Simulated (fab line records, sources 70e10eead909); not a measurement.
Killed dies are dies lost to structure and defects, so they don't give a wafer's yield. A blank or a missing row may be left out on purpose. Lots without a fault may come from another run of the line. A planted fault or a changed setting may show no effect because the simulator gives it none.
Which tool did it? | flow nand_harc | 11 lots, 33 wafers sampled, at 6 steps of a route of 1159

WHAT THE GAUGES READ, wafer by wafer
NHARC_A_M0_CD_MEAS_09: target cd 80 nm.
lot  | measured     | on        | cd_nm (nm)
L337 | day 18 00:35 | cd_sem-03 | 80.1 79.7 81.0
L338 | day 18 03:21 | cd_sem-03 | 78.5 79.6 78.9
L339 | day 18 07:01 | cd_sem-02 | 80.8 79.3 80.2
L342 | day 19 01:09 | cd_sem-01 | 78.6 80.9 80.1
L341 | day 19 04:37 | cd_sem-01 | 80.2 81.0 80.5
L347 | day 20 04:34 | cd_sem-01 | 81.5 80.3 81.0
L348 | day 20 19:18 | cd_sem-01 | 80.3 79.3 80.6
L349 | day 21 14:29 | cd_sem-02 | 80.4 79.5 80.3
L354 | day 22 09:05 | cd_sem-01 | 79.0 79.3 79.7
L351 | day 22 09:15 | cd_sem-01 | 73.0 75.4 73.7
L356 | day 22 17:19 | cd_sem-03 | 76.8 75.8 75.9

NHARC_END_SORT_01.
lot  | measured     | on        | defect_limited_yield (%) | killed_at_array | killed_at_other | killed_at_periphery | killed_dies | killed_open | killed_short | sort_bin_2_pct (%) | sort_bin_3_pct (%) | sort_bin_4_pct (%) | sort_n_pass | sort_rim_yield_pct (%) | sort_yield_pct (%)
L337 | day 19 18:32 | prober-01 | 95.0 95.1 95.3           | 32 31 29        | 0 0 0           | 2 2 3               | 34 33 32    | 1 2 2       | 2 4 5        | 1.6 1.2 1.5        | 0.44 0.30 0        | 3.0 3.4 3.2        | 643 644 645 | 95.3 96.2 90.6         | 95.0 95.1 95.3
L338 | day 20 03:16 | prober-01 | 96.0 96.3 96.2           | 26 22 24        | 0 2 1           | 1 1 1               | 27 25 26    | 4 1 4       | 2 1 2        | 1.5 0.7 1.5        | 0.15 0.30 0        | 2.4 2.7 2.4        | 650 652 651 | 96.2 99.1 96.2         | 96.0 96.3 96.2
L339 | day 20 10:50 | prober-02 | 97.9 97.0 98.4           | 14 18 10        | 0 0 0           | 0 2 1               | 14 20 11    | 6 4 4       | 0 1 1        | 1.0 0.9 0.4        | 0 0.30 0           | 1.0 1.8 1.2        | 663 657 666 | 98.1 94.3 100.0        | 97.9 97.0 98.4
L341 | day 20 18:53 | prober-01 | 95.3 95.3 96.9           | 29 30 18        | 0 0 0           | 3 2 3               | 32 32 21    | 4 2 1       | 1 3 0        | 1.3 1.0 0.7        | 0.59 0.30 0        | 2.8 3.4 2.4        | 645 645 656 | 99.1 94.3 98.1         | 95.3 95.3 96.9
L347 | day 22 00:08 | prober-01 | 96.9 96.8 96.2           | 18 19 25        | 1 0 0           | 2 3 1               | 21 22 26    | 2 1 1       | 1 2 2        | 1.2 1.5 1.0        | 0.15 0 0.15        | 1.8 1.8 2.7        | 656 655 651 | 98.1 99.1 90.6         | 96.9 96.8 96.2
L348 | day 22 11:58 | prober-01 | 94.4 94.8 94.7           | 34 31 28        | 1 0 0           | 3 4 8               | 38 35 36    | 6 4 5       | 4 2 1        | 2.7 2.4 2.1        | 0 0.30 0.15        | 3.0 2.5 3.1        | 639 642 641 | 93.4 88.7 94.3         | 94.4 94.8 94.7
L349 | day 23 08:32 | prober-01 | 97.3 97.0 96.5           | 15 16 17        | 1 0 1           | 2 4 6               | 18 20 24    | 1 5 3       | 1 2 3        | 0.9 1.0 0.7        | 0.15 0.30 0.30     | 1.6 1.6 2.5        | 659 657 653 | 94.3 97.2 95.3         | 97.3 97.0 96.5
L354 | day 24 15:31 | prober-02 | 93.6 94.1 93.6           | 37 36 40        | 0 0 1           | 6 4 2               | 43 40 43    | 5 2 6       | 3 2 2        | 1.9 1.8 1.6        | 0.44 0.30 1.03     | 4.0 3.8 3.7        | 634 637 634 | 86.8 94.3 93.4         | 93.6 94.1 93.6
L351 | day 24 07:23 | prober-01 | 93.4 94.5 94.5           | 40 36 35        | 1 0 0           | 4 1 2               | 45 37 37    | 8 2 2       | 1 3 4        | 2.4 1.9 1.0        | 0 0.30 0.44        | 4.3 3.2 4.0        | 632 640 640 | 90.6 94.3 97.2         | 93.4 94.5 94.5
L356 | day 24 14:22 | prober-01 | 92.0 91.3 93.4           | 49 50 43        | 0 0 0           | 5 9 2               | 54 59 45    | 6 4 3       | 4 1 1        | 2.8 2.5 2.1        | 0.74 0.44 0.59     | 4.4 5.8 4.0        | 623 618 632 | 90.6 90.6 89.6         | 92.0 91.3 93.4

WHICH TOOL RAN EACH LOT (tool, then ch and the chambers of the sampled wafers, then the start)
lot  | NHARC_A_CONTACT_STRIP_26                      | NHARC_A_BLC_ETCH_18                           | NHARC_A_BLC_CVD_24                       | NHARC_A_M0_EXPOSE_06
L337 | rie_diel-07 ch 1,2,3, day 18 00:27 or earlier | rie_diel-08 ch 1,3, day 18 00:27 or earlier   | cvd_w-01 ch 0,1, day 18 00:27 or earlier | arfi_scanner-01 ch 0, day 18 00:27
L338 | rie_diel-10 ch 0,2,3, day 18 03:13 or earlier | rie_diel-08 ch 0,1,2, day 18 03:13 or earlier | cvd_w-02 ch 0,1, day 18 03:13 or earlier | arfi_scanner-01 ch 0, day 18 03:13
L339 | rie_diel-07 ch 0,2,3, day 18 06:53 or earlier | rie_diel-03 ch 0,2, day 18 06:53 or earlier   | cvd_w-01 ch 0,1, day 18 06:53 or earlier | arfi_scanner-02 ch 0, day 18 06:53
L342 | rie_diel-10 ch 0,2,3, day 19 01:00 or earlier | rie_diel-08 ch 0,1,3, day 19 01:00 or earlier | cvd_w-01 ch 0,1, day 19 01:00 or earlier | arfi_scanner-02 ch 0, day 19 01:00
L341 | rie_diel-09 ch 0,3, day 19 04:28 or earlier   | rie_diel-08 ch 1,2,3, day 19 04:28 or earlier | cvd_w-01 ch 1, day 19 04:28 or earlier   | arfi_scanner-01 ch 0, day 19 04:28
L347 | rie_diel-09 ch 1,2,3, day 20 04:26 or earlier | rie_diel-03 ch 0,2,3, day 20 04:26 or earlier | cvd_w-02 ch 0,1, day 20 04:26 or earlier | arfi_scanner-01 ch 0, day 20 04:26
L348 | rie_diel-09 ch 0,2,3, day 20 19:10 or earlier | rie_diel-03 ch 0,1,3, day 20 19:10 or earlier | cvd_w-02 ch 0,1, day 20 19:10 or earlier | arfi_scanner-02 ch 0, day 20 19:10
L349 | rie_diel-07 ch 1,2, day 21 14:21 or earlier   | rie_diel-08 ch 0,2, day 21 14:21 or earlier   | cvd_w-01 ch 0,1, day 21 14:21 or earlier | arfi_scanner-02 ch 0, day 21 14:21
L354 | rie_diel-07 ch 0,3, day 22 08:57 or earlier   | rie_diel-03 ch 0,1,3, day 22 08:57 or earlier | cvd_w-01 ch 0,1, day 22 08:57 or earlier | arfi_scanner-03 ch 0, day 22 08:57
L351 | rie_diel-10 ch 1,2, day 22 09:07 or earlier   | rie_diel-01 ch 0,2, day 22 09:07 or earlier   | cvd_w-02 ch 0,1, day 22 09:07 or earlier | arfi_scanner-02 ch 0, day 22 09:07
L356 | rie_diel-07 ch 1,2,3, day 22 17:11 or earlier | rie_diel-03 ch 1,3, day 22 17:11 or earlier   | cvd_w-01 ch 0,1, day 22 17:11 or earlier | arfi_scanner-02 ch 0, day 22 17:11
- NHARC_A_CONTACT_STRIP_26: strips in O2.
- NHARC_A_BLC_ETCH_18: etches the open film in C4F8/O2/Ar, target depth 910 nm.
- NHARC_A_BLC_CVD_24: deposits W, target thk 150 nm, time 434 s.
- NHARC_A_M0_EXPOSE_06: exposes mask A M0, target cd 80 nm.

WHAT THE TOOLS THEMSELVES READ (means of the sampled wafers that have a number; where no wafer has one, the mark that the record gives instead)
NHARC_A_CONTACT_STRIP_26.
lot  | tool        | drypump_motor_current_A (A) | oes_product_au (a.u.) | rf_vpp_V (V) | showerhead_plenum_p_Torr (Torr) | throttle_valve_pct (%)
L337 | rie_diel-07 | 5.9                         | 0.990                 | 57.9         | 3.45                            | 17.028
L338 | rie_diel-10 | 5.9                         | 0.996                 | 58.6         | 3.66                            | 17.039
L339 | rie_diel-07 | 6.0                         | 0.985                 | 57.5         | 3.51                            | 17.041
L342 | rie_diel-10 | 5.9                         | 0.996                 | 58.1         | 3.66                            | 17.037
L341 | rie_diel-09 | 5.6                         | 0.988                 | 58.2         | 3.61                            | 17.036
L347 | rie_diel-09 | 5.6                         | 0.990                 | 58.0         | 3.65                            | 17.038
L348 | rie_diel-09 | 5.6                         | 1.005                 | 57.6         | 3.66                            | 17.038
L349 | rie_diel-07 | 5.7                         | 1.018                 | 57.9         | 3.36                            | 17.032
L354 | rie_diel-07 | 6.3                         | 0.994                 | 59.1         | 3.61                            | 17.042
L351 | rie_diel-10 | 6.1                         | 1.000                 | 56.9         | 3.60                            | 17.039
L356 | rie_diel-07 | 5.9                         | 1.005                 | 56.6         | 3.43                            | 17.034

NHARC_A_BLC_ETCH_18.
lot  | tool        | oes_product_au (a.u.) | rf_vpp_V (V)
L337 | rie_diel-08 | 0.970                 | 976
L338 | rie_diel-08 | 0.928                 | 977
L339 | rie_diel-03 | 0.966                 | 974
L342 | rie_diel-08 | 0.979                 | 977
L341 | rie_diel-08 | 0.926                 | 973
L347 | rie_diel-03 | 0.920                 | 975
L348 | rie_diel-03 | 0.974                 | 974
L349 | rie_diel-08 | 0.963                 | 975
L354 | rie_diel-03 | 0.926                 | 974
L351 | rie_diel-01 | 0.958                 | 984
L356 | rie_diel-03 | 0.956                 | 973

NHARC_A_BLC_CVD_24.
lot  | tool     | heater_power_w (W) | throttle_valve_pct (%)
L337 | cvd_w-01 | 499                | 7.79
L338 | cvd_w-02 | 483                | 7.85
L339 | cvd_w-01 | 469                | 7.71
L342 | cvd_w-01 | 467                | 7.81
L341 | cvd_w-01 | 448                | 7.89
L347 | cvd_w-02 | 489                | 8.03
L348 | cvd_w-02 | 494                | 8.09
L349 | cvd_w-01 | 496                | 7.53
L354 | cvd_w-01 | 523                | 7.60
L351 | cvd_w-02 | 498                | 7.97
L356 | cvd_w-01 | 498                | 7.81

NHARC_A_M0_EXPOSE_06.
lot  | tool            | exposure_dose_mJ_cm2
L337 | arfi_scanner-01 | 83.26
L338 | arfi_scanner-01 | 83.27
L339 | arfi_scanner-02 | 83.25
L342 | arfi_scanner-02 | 83.26
L341 | arfi_scanner-01 | 83.25
L347 | arfi_scanner-01 | 83.23
L348 | arfi_scanner-02 | 83.24
L349 | arfi_scanner-02 | 83.18
L354 | arfi_scanner-03 | 83.22
L351 | arfi_scanner-02 | 76.33
L356 | arfi_scanner-02 | 77.69

THE ANSWER, worked out from the rows above alone
Rule: what is usual is taken from the lots themselves. Put in order of their means at a reading, lots are off if they are a third of the lots or fewer, leave a main group of 4 or more, and stand apart from it by a gap of 3 or more times the standard deviation of the main group's means; of several such gaps the widest counts. A main group whose means are all the same, to the digits that the tables above print for the reading, isn't used. A lot without any number at a reading at which 4 lots or more have one is off too. The other lots that the step has rows for count as sound. The gauges are gone through in route order, then the tools' own readings, and for those a lot's mean is taken as printed above. The first step at which some lot is off is used, and at that step the reading that is off furthest; a lot without a number counts as furthest.
Off: L351, L356, at NHARC_A_M0_CD_MEAS_09 (cd_nm). The main group: mean 80.0 nm, standard deviation 0.55.
A tool fits if, at a process step before that reading, it ran every lot that is off, and no sound lot after the first of them. The gauges at NHARC_A_M0_CD_MEAS_09 aren't tried: what is off there is off at NHARC_A_M0_EXPOSE_06 too, on other tools, and a gauge's error can't cause that. NHARC_A_CONTACT_STRIP_26 gives no start for some lots, so the hours and the order of its lots are those of NHARC_A_M0_EXPOSE_06. NHARC_A_BLC_ETCH_18 gives no start for some lots, so the hours and the order of its lots are those of NHARC_A_M0_EXPOSE_06. NHARC_A_BLC_CVD_24 gives no start for some lots, so the hours and the order of its lots are those of NHARC_A_M0_EXPOSE_06. One fits: arfi_scanner-02 at NHARC_A_M0_EXPOSE_06. Its last sound lot is L349 (day 21 14:21), its first lot that is off L351 (day 22 09:07): a fault that began between those two fits.
The tool's own readings at NHARC_A_M0_EXPOSE_06 bear it out: on the lots that are off they differ by more than 5 times the standard deviation of the sound lots' means. exposure_dose_mJ_cm2 reads 77.01 there against 83.24 on the sound lots.

WHAT THE SIMULATOR HAD PUT IN
Process parameter drift: arfi_scanner-02, from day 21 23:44 on, at NHARC_A_M0_EXPOSE_06. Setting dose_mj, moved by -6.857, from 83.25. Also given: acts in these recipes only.
Lots struck among those shown: L351, L356. The rule above found the same.
